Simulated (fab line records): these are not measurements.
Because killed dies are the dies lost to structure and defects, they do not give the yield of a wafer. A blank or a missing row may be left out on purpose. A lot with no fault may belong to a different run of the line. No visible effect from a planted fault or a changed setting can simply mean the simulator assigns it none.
One fault through the eyes of 2 desks	flow n5 finfet	each desk holds nothing but its own numbers, with what lay behind them at the end

## TOOL OWNER'S DESK, epi rpcvd-03
The tool's own readings at N5_SD_EPI_N_EPI_21 (deposits Si:P, time 690 s): means of the sampled wafers that have a number, for each lot that ran on this tool. The brackets show how far a lot's mean lies from the usual mean; more than 4 standard deviations puts the lot out of limits, marked OUT.
Columns: A = susceptor temp C at N5_SD_EPI_N_EPI_21, usual 680.0 C
lot	first seen here	A
L203	day 5 12:50	680.3
L207	day 6 08:08	680.2
This desk's verdict: no lot among the 2 shows anything out of limits.

## AT THE METROLOGY DESK
What the gauges read, lot by lot, whatever tool the lot ran on: means of the sampled wafers that have a number. The brackets show how far a lot's mean lies from the usual mean; more than 4 standard deviations puts the lot out of limits, marked OUT. It has 14 readings, of which 7 appear: the earliest out of limits, and the ones furthest out on some lot.
Columns: A = thk nm at N5_SD_EPI_N_EPI_MEAS_23, usual 59.2 nm; B = RS_SD_N at N5_SD_ACTIVATION_RS_MEAS_03, usual 21.9 ohm/sq; C = RS_SD_P at N5_SD_ACTIVATION_RS_MEAS_03, usual 56.1 ohm/sq; D = DIBL_N at N5_BEOL_M4_RC_MEAS_101, usual 37.2 mV/V; E = ION_P at N5_BEOL_M4_RC_MEAS_101, usual 469 uA/um; F = RS_SD_N at N5_BEOL_M4_RC_MEAS_101, usual 28.3 ohm/sq; G = VT_P at N5_BEOL_M4_RC_MEAS_101, usual -248 mV
lot	first seen here	A	B	C	D	E	F	G
L204	day 5 12:34	58.1	22.1	56.5	37.1	467	28.6	-248
L203	day 5 14:44	59.9	21.9	55.4	35.6	465	28.2	-249
L207	day 6 10:03	58.3	22.1	55.9	38.4	465	28.5	-248
L211	day 7 09:32	52.4 (-5.3) OUT	24.9 (+8.8) OUT	56.7	39.5	470	32.1 (+9.4) OUT	-243
L213	day 7 17:15	52.7 (-5.0) OUT	24.2 (+6.7) OUT	57.1	37.2	458	31.7 (+8.4) OUT	-253
L215	day 8 05:43	61.6	21.2	56.1	35.6	470	27.6	-249
L216	day 8 11:14	59.0	21.8	56.9	36.7	473	28.2	-248
L218	day 9 00:18	59.2	21.8	56.0	37.3	465	28.3	-248
This desk's verdict: out of limits on L211, L213, starting with L211 at day 7 09:32 (thk nm at N5_SD_EPI_N_EPI_MEAS_23). Within limits: L204, L203, L207, L215, L216, L218.

## TAKEN TOGETHER
L211, L213 would have let the metrology desk raise an alarm at day 7 09:32.
Nothing out of limits was seen by the tool owner's desk.
The tool owner's desk has no number on record for L211, L213.
On epi rpcvd-03, each named lot ran N5_SD_EPI_N_EPI_21.

## WHAT THE SIMULATOR PUT IN
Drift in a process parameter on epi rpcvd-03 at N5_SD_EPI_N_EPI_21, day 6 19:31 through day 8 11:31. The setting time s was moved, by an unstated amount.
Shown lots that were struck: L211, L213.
Delay in hours, fault start to first out-of-limits reading, per desk: metrology desk 14.
